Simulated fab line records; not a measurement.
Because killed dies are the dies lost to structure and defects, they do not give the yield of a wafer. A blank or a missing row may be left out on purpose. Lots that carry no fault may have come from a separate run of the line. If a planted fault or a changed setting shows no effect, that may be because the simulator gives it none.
Matching of chambers    flow nand harc    rie diel-01 running NHARC_A_STAIRCASE_TRIM_200: 4 sister chambers
The step chemistry O2, time 211.2 s. 16 wafers are shown with their chamber, then 8 later ones without.

## WAFERS, EACH WITH ITS CHAMBER
wafer   chamber  showerhead plenum p Torr (Torr)  run length s (s)  oes product au (a.u.)
L778.1  3        3.48                             231.7             0.978
L778.5  1        3.36                             232.5             1.001
L778.6  2        3.63                             232.9             0.990
L777.3  0        3.31                             232.8             1.016
L777.4  2        3.63                             232.7             1.009
L777.6  0        3.31                             233.0             1.007
L781.1  2        3.63                             232.7             1.004
L781.2  1        3.35                             232.2             1.006
L781.6  3        3.48                             232.2             0.978
L790.2  0        3.30                             232.5             1.008
L790.3  1        3.34                             232.1             0.994
L790.6  0        3.30                             232.8             1.012
L791.1  3        3.47                             232.1             0.992
L791.5  1        3.34                             232.6             1.007
L791.6  0        3.30                             232.7             1.015
L793.1  1        3.34                             231.9             0.998

SIGNATURES (averages over the wafers above)
reading                   chamber 0  chamber 1  chamber 2  chamber 3  scatter within a chamber
showerhead plenum p Torr  3.3040     3.3460     3.6300     3.4767     0.0065
run length s              232.760    232.260    232.767    232.000    0.229
oes product au            1.01160    1.00120    1.00100    0.98267    0.00651
Rule: a wafer lies at a distance from a chamber equal to the root of the sum of squares, over the readings, of (its reading less the chamber's mean, divided by the reading's scatter). If the next closest chamber is less than 2 further off than the closest, the wafer can't be placed; otherwise it belongs to the closest. The scatter: take each reading less its chamber's mean, square it, sum over the shown wafers, divide by the number of wafers less the number of chambers, and take the root.

## WAFERS MISSING THEIR CHAMBER
wafer   showerhead plenum p Torr (Torr)  run length s (s)  oes product au (a.u.)
L793.3  3.46                             231.6             1.003
L793.4  3.29                             232.6             1.007
L797.1  3.61                             232.9             0.989
L797.2  3.46                             231.7             0.988
L797.4  3.34                             232.9             0.992
L798.3  3.29                             232.5             1.031
L798.4  3.46                             232.1             0.994
L798.6  3.29                             232.9             1.017

## CHAMBER TAKEN BY EACH
wafer   from the rows above  in truth
L793.3  3                    3
L793.4  0                    0
L797.1  2                    2
L797.2  3                    3
L797.4  1                    1
L798.3  0                    0
L798.4  3                    3
L798.6  0                    0
Correct placement for 8 of the 8. Number that these rows cannot place: 0. Placed wrongly: 0.
